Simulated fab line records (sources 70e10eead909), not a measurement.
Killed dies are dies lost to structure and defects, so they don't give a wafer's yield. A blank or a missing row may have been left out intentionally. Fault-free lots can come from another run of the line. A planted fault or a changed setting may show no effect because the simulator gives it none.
The tool behind it: which one? :: flow nand-harc :: 24 lots with 72 wafers sampled at 5 steps, on a route of 1302 steps

== WHAT THE GAUGES READ, wafer by wafer ==
NHARC_A_BLC_CD_MEAS_19. Usual: cd-nm reads 99.7 nm (standard deviation 1.7).
lot: L074
measured: day 22 09:19
on: cd-sem-01
cd-nm (nm): 96.1 97.3 99.2
flag: 

lot: L076
measured: day 22 20:07
on: cd-sem-01
cd-nm (nm): 99.2 100.5 99.4
flag: 

lot: L075
measured: day 22 22:34
on: cd-sem-03
cd-nm (nm): 100.1 99.9 100.1
flag: 

lot: L077
measured: day 23 11:17
on: cd-sem-01
cd-nm (nm): 98.8 97.7 97.5
flag: 

lot: L079
measured: day 24 00:33
on: cd-sem-02
cd-nm (nm): 102.1 101.2 101.5
flag: 

lot: L078
measured: day 24 01:22
on: cd-sem-02
cd-nm (nm): 100.7 99.3 102.2
flag: 

lot: L080
measured: day 25 11:58
on: cd-sem-03
cd-nm (nm): 101.7 100.9 102.0
flag: 

lot: L083
measured: day 25 19:01
on: cd-sem-03
cd-nm (nm): 100.9 98.8 100.0
flag: 

lot: L081
measured: day 26 00:33
on: cd-sem-01
cd-nm (nm): 98.6 98.0 96.6
flag: 

lot: L085
measured: day 26 05:19
on: cd-sem-01
cd-nm (nm): 99.5 102.4 101.3
flag: 

lot: L082
measured: day 26 07:11
on: cd-sem-03
cd-nm (nm): 97.6 98.9 98.7
flag: 

lot: L084
measured: day 26 07:23
on: cd-sem-01
cd-nm (nm): 95.5 96.3 99.1
flag: 

lot: L086
measured: day 26 11:40
on: cd-sem-03
cd-nm (nm): 100.7 99.1 99.4
flag: 

lot: L089
measured: day 28 18:07
on: cd-sem-01
cd-nm (nm): 99.5 101.8 101.7
flag: 

lot: L087
measured: day 28 20:59
on: cd-sem-02
cd-nm (nm): 99.7 98.4 98.1
flag: 

lot: L088
measured: day 29 06:16
on: cd-sem-02
cd-nm (nm): 99.5 98.8 100.6
flag: 

lot: L090
measured: day 29 12:46
on: cd-sem-02
cd-nm (nm): 100.7 96.1 98.8
flag: 

lot: L093
measured: day 29 18:31
on: cd-sem-01
cd-nm (nm): 103.0 97.4 103.4
flag: 

lot: L091
measured: day 29 19:37
on: cd-sem-02
cd-nm (nm): 101.6 100.3 103.0
flag: 

lot: L092
measured: day 30 12:42
on: cd-sem-02
cd-nm (nm): 99.5 100.2 99.3
flag: 

lot: L094
measured: day 30 18:43
on: cd-sem-03
cd-nm (nm): 98.4 100.3 100.5
flag: 

lot: L095
measured: day 31 03:21
on: cd-sem-03
cd-nm (nm): 100.5 99.2 102.1
flag: 

lot: L097
measured: day 32 00:58
on: cd-sem-03
cd-nm (nm): 98.7 100.1 97.5
flag: 

lot: L096
measured: day 33 12:16
on: cd-sem-03
cd-nm (nm): 99.2 102.9 98.6
flag: 

== WHAT TOOL EACH LOT RAN ON (gives the tool, then ch and the chambers of the sampled wafers, and finally the start) ==
lot: L074
NHARC_A_CONTACT_ETCH_88: rie-diel-12 ch 0,1,3, day 22 01:57
NHARC_A_CONTACT_ETCH_134: har-cap-etch-03 ch 0,1, day 22 03:02
NHARC_A_CONTACT_ETCH_139: har-cap-etch-03 ch 0,1, day 22 04:28
NHARC_A_BLC_ETCH_18: rie-diel-02 ch 2,3, day 22 09:19 or earlier

lot: L076
NHARC_A_CONTACT_ETCH_88: rie-diel-12 ch 1,2,3, day 22 12:44
NHARC_A_CONTACT_ETCH_134: har-cap-etch-01 ch 0,1, day 22 13:49
NHARC_A_CONTACT_ETCH_139: har-cap-etch-01 ch 0,1, day 22 15:07
NHARC_A_BLC_ETCH_18: rie-diel-01 ch 0,2,3, day 22 20:07 or earlier

lot: L075
NHARC_A_CONTACT_ETCH_88: rie-diel-07 ch 0,1,2, day 22 15:12
NHARC_A_CONTACT_ETCH_134: har-cap-etch-02 ch 0,1, day 22 16:19
NHARC_A_CONTACT_ETCH_139: har-cap-etch-02 ch 0,1, day 22 17:37
NHARC_A_BLC_ETCH_18: rie-diel-01 ch 2,3, day 22 22:34 or earlier

lot: L077
NHARC_A_CONTACT_ETCH_88: rie-diel-07 ch 0,2,3, day 23 04:03
NHARC_A_CONTACT_ETCH_134: har-cap-etch-03 ch 0,1, day 23 05:10
NHARC_A_CONTACT_ETCH_139: har-cap-etch-03 ch 0,1, day 23 06:28
NHARC_A_BLC_ETCH_18: rie-diel-01 ch 2,3, day 23 11:17 or earlier

lot: L079
NHARC_A_CONTACT_ETCH_88: rie-diel-07 ch 2,3, day 23 17:23
NHARC_A_CONTACT_ETCH_134: har-cap-etch-03 ch 0,1, day 23 18:28
NHARC_A_CONTACT_ETCH_139: har-cap-etch-03 ch 0,1, day 23 19:46
NHARC_A_BLC_ETCH_18: rie-diel-01 ch 0,2,3, day 24 00:33 or earlier

lot: L078
NHARC_A_CONTACT_ETCH_88: rie-diel-12 ch 1,2,3, day 23 17:58
NHARC_A_CONTACT_ETCH_134: har-cap-etch-01 ch 0,1, day 23 19:02
NHARC_A_CONTACT_ETCH_139: har-cap-etch-01 ch 0,1, day 23 20:20
NHARC_A_BLC_ETCH_18: rie-diel-02 ch 0,2,3, day 24 01:22 or earlier

lot: L080
NHARC_A_CONTACT_ETCH_88: rie-diel-12 ch 0,2,3, day 25 04:44
NHARC_A_CONTACT_ETCH_134: har-cap-etch-02 ch 0,1, day 25 05:46
NHARC_A_CONTACT_ETCH_139: har-cap-etch-02 ch 0,1, day 25 07:02
NHARC_A_BLC_ETCH_18: rie-diel-04 ch 1,2,3, day 25 11:58 or earlier

lot: L083
NHARC_A_CONTACT_ETCH_88: rie-diel-07 ch 0,2, day 25 08:09
NHARC_A_CONTACT_ETCH_134: har-cap-etch-03 ch 0,1, day 25 09:11
NHARC_A_CONTACT_ETCH_139: har-cap-etch-03 ch 0,1, day 25 10:50
NHARC_A_BLC_ETCH_18: rie-diel-01 ch 0,1,3, day 25 19:01 or earlier

lot: L081
NHARC_A_CONTACT_ETCH_88: rie-diel-12 ch 0,1, day 25 17:29
NHARC_A_CONTACT_ETCH_134: har-cap-etch-02 ch 0,1, day 25 18:34
NHARC_A_CONTACT_ETCH_139: har-cap-etch-02 ch 0,1, day 25 19:52
NHARC_A_BLC_ETCH_18: rie-diel-01 ch 0,1,3, day 26 00:33 or earlier

lot: L085
NHARC_A_CONTACT_ETCH_88: rie-diel-07 ch 0,1,2, day 25 22:13
NHARC_A_CONTACT_ETCH_134: har-cap-etch-01 ch 0,1, day 25 23:17
NHARC_A_CONTACT_ETCH_139: har-cap-etch-01 ch 0,1, day 26 00:34
NHARC_A_BLC_ETCH_18: rie-diel-01 ch 0,2,3, day 26 05:19 or earlier

lot: L082
NHARC_A_CONTACT_ETCH_88: rie-diel-11 ch 0,2,3, day 25 23:44
NHARC_A_CONTACT_ETCH_134: har-cap-etch-02 ch 0,1, day 26 00:52
NHARC_A_CONTACT_ETCH_139: har-cap-etch-02 ch 0,1, day 26 02:09
NHARC_A_BLC_ETCH_18: rie-diel-02 ch 0,1, day 26 07:11 or earlier

lot: L084
NHARC_A_CONTACT_ETCH_88: rie-diel-07 ch 0,1,2, day 26 00:04
NHARC_A_CONTACT_ETCH_134: har-cap-etch-03 ch 0,1, day 26 01:07
NHARC_A_CONTACT_ETCH_139: har-cap-etch-03 ch 0,1, day 26 02:23
NHARC_A_BLC_ETCH_18: rie-diel-01 ch 0,2,3, day 26 07:23 or earlier

lot: L086
NHARC_A_CONTACT_ETCH_88: rie-diel-07 ch 0,3, day 26 04:35
NHARC_A_CONTACT_ETCH_134: har-cap-etch-01 ch 0,1, day 26 05:37
NHARC_A_CONTACT_ETCH_139: har-cap-etch-01 ch 0,1, day 26 06:55
NHARC_A_BLC_ETCH_18: rie-diel-01 ch 0,1,3, day 26 11:40 or earlier

lot: L089
NHARC_A_CONTACT_ETCH_88: rie-diel-12 ch 0,1,2, day 28 11:01
NHARC_A_CONTACT_ETCH_134: har-cap-etch-03 ch 0,1, day 28 12:04
NHARC_A_CONTACT_ETCH_139: har-cap-etch-03 ch 0,1, day 28 13:20
NHARC_A_BLC_ETCH_18: rie-diel-01 ch 1,3, day 28 18:07 or earlier

lot: L087
NHARC_A_CONTACT_ETCH_88: rie-diel-07 ch 1,2,3, day 28 13:45
NHARC_A_CONTACT_ETCH_134: har-cap-etch-03 ch 0,1, day 28 14:47
NHARC_A_CONTACT_ETCH_139: har-cap-etch-03 ch 0,1, day 28 16:05
NHARC_A_BLC_ETCH_18: rie-diel-01 ch 0,1,3, day 28 20:59 or earlier

lot: L088
NHARC_A_CONTACT_ETCH_88: rie-diel-07 ch 0,2,3, day 28 23:02
NHARC_A_CONTACT_ETCH_134: har-cap-etch-03 ch 0,1, day 29 00:04
NHARC_A_CONTACT_ETCH_139: har-cap-etch-03 ch 0,1, day 29 01:22
NHARC_A_BLC_ETCH_18: rie-diel-01 ch 0,1,2, day 29 06:16 or earlier

lot: L090
NHARC_A_CONTACT_ETCH_88: rie-diel-11 ch 0,2, day 29 04:49
NHARC_A_CONTACT_ETCH_134: har-cap-etch-03 ch 0,1, day 29 06:05
NHARC_A_CONTACT_ETCH_139: har-cap-etch-03 ch 0,1, day 29 07:50
NHARC_A_BLC_ETCH_18: rie-diel-01 ch 1,2,3, day 29 12:46 or earlier

lot: L093
NHARC_A_CONTACT_ETCH_88: rie-diel-12 ch 0,1, day 29 10:45
NHARC_A_CONTACT_ETCH_134: har-cap-etch-02 ch 0,1, day 29 11:50
NHARC_A_CONTACT_ETCH_139: har-cap-etch-02 ch 0,1, day 29 13:34
NHARC_A_BLC_ETCH_18: rie-diel-02 ch 1,2, day 29 18:31 or earlier

lot: L091
NHARC_A_CONTACT_ETCH_88: rie-diel-11 ch 1,3, day 29 11:55
NHARC_A_CONTACT_ETCH_134: har-cap-etch-03 ch 0,1, day 29 12:56
NHARC_A_CONTACT_ETCH_139: har-cap-etch-03 ch 0,1, day 29 14:39
NHARC_A_BLC_ETCH_18: rie-diel-02 ch 1,2,3, day 29 19:37 or earlier

lot: L092
NHARC_A_CONTACT_ETCH_88: rie-diel-12 ch 0,2, day 30 05:03
NHARC_A_CONTACT_ETCH_134: har-cap-etch-01 ch 0,1, day 30 06:06
NHARC_A_CONTACT_ETCH_139: har-cap-etch-01 ch 0,1, day 30 07:49
NHARC_A_BLC_ETCH_18: rie-diel-02 ch 1,3, day 30 12:42 or earlier

lot: L094
NHARC_A_CONTACT_ETCH_88: rie-diel-07 ch 0,2, day 30 10:28
NHARC_A_CONTACT_ETCH_134: har-cap-etch-02 ch 0,1, day 30 12:06
NHARC_A_CONTACT_ETCH_139: har-cap-etch-02 ch 0,1, day 30 13:25
NHARC_A_BLC_ETCH_18: rie-diel-01 ch 0,2,3, day 30 18:43 or earlier

lot: L095
NHARC_A_CONTACT_ETCH_88: rie-diel-07 ch 2,3, day 30 19:17
NHARC_A_CONTACT_ETCH_134: har-cap-etch-01 ch 0,1, day 30 20:20
NHARC_A_CONTACT_ETCH_139: har-cap-etch-01 ch 0,1, day 30 22:25
NHARC_A_BLC_ETCH_18: rie-diel-01 ch 1,2,3, day 31 03:21 or earlier

lot: L097
NHARC_A_CONTACT_ETCH_88: rie-diel-11 ch 0,3, day 31 17:16
NHARC_A_CONTACT_ETCH_134: har-cap-etch-01 ch 0,1, day 31 18:23
NHARC_A_CONTACT_ETCH_139: har-cap-etch-01 ch 0,1, day 31 20:08
NHARC_A_BLC_ETCH_18: rie-diel-01 ch 0,1, day 32 00:58 or earlier

lot: L096
NHARC_A_CONTACT_ETCH_88: rie-diel-12 ch 0,1,3, day 33 05:13
NHARC_A_CONTACT_ETCH_134: har-cap-etch-03 ch 0,1, day 33 06:16
NHARC_A_CONTACT_ETCH_139: har-cap-etch-03 ch 0,1, day 33 07:34
NHARC_A_BLC_ETCH_18: rie-diel-01 ch 2,3, day 33 12:16 or earlier
- NHARC_A_CONTACT_ETCH_88: etches the open film in CF4, target depth 39 nm, time 65 s.
- NHARC_A_CONTACT_ETCH_134: etches the open film in C4F8/O2/Ar, time 140 s, target depth 700 nm.
- NHARC_A_CONTACT_ETCH_139: etches the open film in C4F8/O2/Ar, time 195 s, target depth 840 nm.
- NHARC_A_BLC_ETCH_18: etches the open film in C4F8/O2/Ar, target depth 910 nm.

== AS READ BY THE TOOLS THEMSELVES (means over the sampled wafers that have a number; for cases with no such wafer, the mark the record gives instead) ==
NHARC_A_CONTACT_ETCH_88. Usual: drypump-motor-current-A 5.8 A, standard deviation 0.42; oes-product-au 0.996 a.u., standard deviation 0.0076; rf-fwd-power-W 297.4 W, standard deviation 1; rf-vpp-V 151.3 V, standard deviation 1.1; showerhead-plenum-p-Torr 1.77 Torr, standard deviation 0.055; throttle-valve-pct 13.282 %, standard deviation 0.0099.
lot: L074
tool: rie-diel-12
drypump-motor-current-A (A): 5.5
oes-product-au (a.u.): 1.000
rf-fwd-power-W (W): 297.7
rf-vpp-V (V): 151.2
showerhead-plenum-p-Torr (Torr): 1.74
throttle-valve-pct (%): 13.277
flag: 

lot: L076
tool: rie-diel-12
drypump-motor-current-A (A): 5.7
oes-product-au (a.u.): 0.990
rf-fwd-power-W (W): 297.1
rf-vpp-V (V): 151.8
showerhead-plenum-p-Torr (Torr): 1.77
throttle-valve-pct (%): 13.281
flag: 

lot: L075
tool: rie-diel-07
drypump-motor-current-A (A): 6.1
oes-product-au (a.u.): 1.000
rf-fwd-power-W (W): 297.6
rf-vpp-V (V): 151.3
showerhead-plenum-p-Torr (Torr): 1.77
throttle-valve-pct (%): 13.280
flag: 

lot: L077
tool: rie-diel-07
drypump-motor-current-A (A): 6.0
oes-product-au (a.u.): 0.992
rf-fwd-power-W (W): 297.3
rf-vpp-V (V): 151.1
showerhead-plenum-p-Torr (Torr): 1.78
throttle-valve-pct (%): 13.283
flag: 

lot: L079
tool: rie-diel-07
drypump-motor-current-A (A): 5.8
oes-product-au (a.u.): 0.999
rf-fwd-power-W (W): 297.4
rf-vpp-V (V): 151.4
showerhead-plenum-p-Torr (Torr): 1.83
throttle-valve-pct (%): 13.283
flag: 

lot: L078
tool: rie-diel-12
drypump-motor-current-A (A): 5.7
oes-product-au (a.u.): 0.997
rf-fwd-power-W (W): 296.6
rf-vpp-V (V): 151.7
showerhead-plenum-p-Torr (Torr): 1.77
throttle-valve-pct (%): 13.289
flag: 

lot: L080
tool: rie-diel-12
drypump-motor-current-A (A): 5.5
oes-product-au (a.u.): 0.982
rf-fwd-power-W (W): 297.2
rf-vpp-V (V): 151.0
showerhead-plenum-p-Torr (Torr): 1.74
throttle-valve-pct (%): 13.282
flag: 

lot: L083
tool: rie-diel-07
drypump-motor-current-A (A): 6.2
oes-product-au (a.u.): 1.003
rf-fwd-power-W (W): 297.3
rf-vpp-V (V): 150.6
showerhead-plenum-p-Torr (Torr): 1.76
throttle-valve-pct (%): 13.282
flag: 

lot: L081
tool: rie-diel-12
drypump-motor-current-A (A): 5.3
oes-product-au (a.u.): 0.996
rf-fwd-power-W (W): 297.9
rf-vpp-V (V): 151.8
showerhead-plenum-p-Torr (Torr): 1.76
throttle-valve-pct (%): 13.296
flag: 

lot: L085
tool: rie-diel-07
drypump-motor-current-A (A): 6.1
oes-product-au (a.u.): 1.002
rf-fwd-power-W (W): 298.0
rf-vpp-V (V): 151.2
showerhead-plenum-p-Torr (Torr): 1.77
throttle-valve-pct (%): 13.278
flag: 

lot: L082
tool: rie-diel-11
drypump-motor-current-A (A): 5.8
oes-product-au (a.u.): 0.996
rf-fwd-power-W (W): 296.2
rf-vpp-V (V): 151.5
showerhead-plenum-p-Torr (Torr): 1.78
throttle-valve-pct (%): 13.282
flag: 

lot: L084
tool: rie-diel-07
drypump-motor-current-A (A): 6.1
oes-product-au (a.u.): 1.003
rf-fwd-power-W (W): 296.9
rf-vpp-V (V): 151.5
showerhead-plenum-p-Torr (Torr): 1.77
throttle-valve-pct (%): 13.283
flag: 

lot: L086
tool: rie-diel-07
drypump-motor-current-A (A): 6.1
oes-product-au (a.u.): 0.988
rf-fwd-power-W (W): 297.1
rf-vpp-V (V): 150.2
showerhead-plenum-p-Torr (Torr): 1.74
throttle-valve-pct (%): 13.287
flag: 

lot: L089
tool: rie-diel-12
drypump-motor-current-A (A): 5.3
oes-product-au (a.u.): 0.996
rf-fwd-power-W (W): 297.5
rf-vpp-V (V): 151.1
showerhead-plenum-p-Torr (Torr): 1.76
throttle-valve-pct (%): 13.281
flag: 

lot: L087
tool: rie-diel-07
drypump-motor-current-A (A): 5.9
oes-product-au (a.u.): 1.000
rf-fwd-power-W (W): 296.9
rf-vpp-V (V): 151.9
showerhead-plenum-p-Torr (Torr): 1.82
throttle-valve-pct (%): 13.280
flag: 

lot: L088
tool: rie-diel-07
drypump-motor-current-A (A): 6.0
oes-product-au (a.u.): 0.998
rf-fwd-power-W (W): 296.1
rf-vpp-V (V): 151.5
showerhead-plenum-p-Torr (Torr): 1.78
throttle-valve-pct (%): 13.278
flag: 

lot: L090
tool: rie-diel-11
drypump-motor-current-A (A): 6.2
oes-product-au (a.u.): 1.003
rf-fwd-power-W (W): 297.3
rf-vpp-V (V): 150.8
showerhead-plenum-p-Torr (Torr): 1.79
throttle-valve-pct (%): 13.275
flag: 

lot: L093
tool: rie-diel-12
drypump-motor-current-A (A): 5.2
oes-product-au (a.u.): 1.003
rf-fwd-power-W (W): 297.8
rf-vpp-V (V): 151.0
showerhead-plenum-p-Torr (Torr): 1.73
throttle-valve-pct (%): 13.274
flag: 

lot: L091
tool: rie-diel-11
drypump-motor-current-A (A): 5.4
oes-product-au (a.u.): 0.998
rf-fwd-power-W (W): 298.0
rf-vpp-V (V): 150.7
showerhead-plenum-p-Torr (Torr): 1.76
throttle-valve-pct (%): 13.287
flag: 

lot: L092
tool: rie-diel-12
drypump-motor-current-A (A): 5.3
oes-product-au (a.u.): 1.004
rf-fwd-power-W (W): 297.7
rf-vpp-V (V): 150.9
showerhead-plenum-p-Torr (Torr): 1.77
throttle-valve-pct (%): 13.278
flag: 

lot: L094
tool: rie-diel-07
drypump-motor-current-A (A): 6.2
oes-product-au (a.u.): 0.988
rf-fwd-power-W (W): 297.5
rf-vpp-V (V): 150.0
showerhead-plenum-p-Torr (Torr): 1.71
throttle-valve-pct (%): 13.290
flag: 

lot: L095
tool: rie-diel-07
drypump-motor-current-A (A): 5.8
oes-product-au (a.u.): 1.002
rf-fwd-power-W (W): 296.6
rf-vpp-V (V): 151.3
showerhead-plenum-p-Torr (Torr): 1.83
throttle-valve-pct (%): 13.279
flag: 

lot: L097
tool: rie-diel-11
drypump-motor-current-A (A): 5.9
oes-product-au (a.u.): 0.998
rf-fwd-power-W (W): 297.0
rf-vpp-V (V): 150.8
showerhead-plenum-p-Torr (Torr): 1.77
throttle-valve-pct (%): 13.272
flag: 

lot: L096
tool: rie-diel-12
drypump-motor-current-A (A): 5.5
oes-product-au (a.u.): 0.995
rf-fwd-power-W (W): 298.4
rf-vpp-V (V): 150.2
showerhead-plenum-p-Torr (Torr): 1.72
throttle-valve-pct (%): 13.282
flag: 

NHARC_A_BLC_ETCH_18. Usual: oes-product-au 0.949 a.u., standard deviation 0.023; rf-fwd-power-W 598.9 W, standard deviation 1.8; rf-vpp-V 978 V, standard deviation 4.4.
lot: L074
tool: rie-diel-02
oes-product-au (a.u.): 0.926
rf-fwd-power-W (W): 599.0
rf-vpp-V (V): 979
flag: 

lot: L076
tool: rie-diel-01
oes-product-au (a.u.): 0.979
rf-fwd-power-W (W): 598.6
rf-vpp-V (V): 980
flag: 

lot: L075
tool: rie-diel-01
oes-product-au (a.u.): 0.969
rf-fwd-power-W (W): 599.9
rf-vpp-V (V): 979
flag: 

lot: L077
tool: rie-diel-01
oes-product-au (a.u.): 0.924
rf-fwd-power-W (W): 597.5
rf-vpp-V (V): 980
flag: 

lot: L079
tool: rie-diel-01
oes-product-au (a.u.): 0.922
rf-fwd-power-W (W): 599.8
rf-vpp-V (V): 980
flag: 

lot: L078
tool: rie-diel-02
oes-product-au (a.u.): 0.930
rf-fwd-power-W (W): 597.9
rf-vpp-V (V): 980
flag: 

lot: L080
tool: rie-diel-04
oes-product-au (a.u.): 0.975
rf-fwd-power-W (W): 598.8
rf-vpp-V (V): 985
flag: 

lot: L083
tool: rie-diel-01
oes-product-au (a.u.): 0.926
rf-fwd-power-W (W): 599.3
rf-vpp-V (V): 976
flag: 

lot: L081
tool: rie-diel-01
oes-product-au (a.u.): 0.968
rf-fwd-power-W (W): 598.4
rf-vpp-V (V): 976
flag: 

lot: L085
tool: rie-diel-01
oes-product-au (a.u.): 0.962
rf-fwd-power-W (W): 600.5
rf-vpp-V (V): 979
flag: 

lot: L082
tool: rie-diel-02
oes-product-au (a.u.): 0.952
rf-fwd-power-W (W): 597.1
rf-vpp-V (V): 974
flag: 

lot: L084
tool: rie-diel-01
oes-product-au (a.u.): 0.971
rf-fwd-power-W (W): 598.1
rf-vpp-V (V): 981
flag: 

lot: L086
tool: rie-diel-01
oes-product-au (a.u.): 0.975
rf-fwd-power-W (W): 599.5
rf-vpp-V (V): 976
flag: 

lot: L089
tool: rie-diel-01
oes-product-au (a.u.): 0.922
rf-fwd-power-W (W): 599.8
rf-vpp-V (V): 975
flag: 

lot: L087
tool: rie-diel-01
oes-product-au (a.u.): 0.953
rf-fwd-power-W (W): 598.8
rf-vpp-V (V): 975
flag: 

lot: L088
tool: rie-diel-01
oes-product-au (a.u.): 0.966
rf-fwd-power-W (W): 597.3
rf-vpp-V (V): 978
flag: 

lot: L090
tool: rie-diel-01
oes-product-au (a.u.): 0.918
rf-fwd-power-W (W): 599.1
rf-vpp-V (V): 978
flag: 

lot: L093
tool: rie-diel-02
oes-product-au (a.u.): 0.968
rf-fwd-power-W (W): 598.7
rf-vpp-V (V): 975
flag: 

lot: L091
tool: rie-diel-02
oes-product-au (a.u.): 0.928
rf-fwd-power-W (W): 598.7
rf-vpp-V (V): 976
flag: 

lot: L092
tool: rie-diel-02
oes-product-au (a.u.): 0.928
rf-fwd-power-W (W): 600.3
rf-vpp-V (V): 977
flag: 

lot: L094
tool: rie-diel-01
oes-product-au (a.u.): 0.924
rf-fwd-power-W (W): 599.8
rf-vpp-V (V): 980
flag: 

lot: L095
tool: rie-diel-01
oes-product-au (a.u.): 0.962
rf-fwd-power-W (W): 599.5
rf-vpp-V (V): 977
flag: 

lot: L097
tool: rie-diel-01
oes-product-au (a.u.): 0.979
rf-fwd-power-W (W): 599.4
rf-vpp-V (V): 974
flag: 

lot: L096
tool: rie-diel-01
oes-product-au (a.u.): 0.947
rf-fwd-power-W (W): 599.8
rf-vpp-V (V): 979
flag: 

== THE ANSWER, worked out from the rows above alone ==
Rule: take the mean of a lot's wafers that have a number; if it is more than 3 standard deviations from the usual mean, the lot is off. Also off: a lot with no number at a reading for which 4 or more lots have one. Any other lot the step has rows for is counted as sound. After the gauges, taken in route order, come the tools' own readings; for these a lot's mean is taken, as printed above. At the first step where some lot is off, the reading lying furthest off is the one used; lots without a number count as furthest.
Across all readings shown, no lot is off: no conclusion can be drawn from this.

== WHAT WAS PUT IN BY THE SIMULATOR ==
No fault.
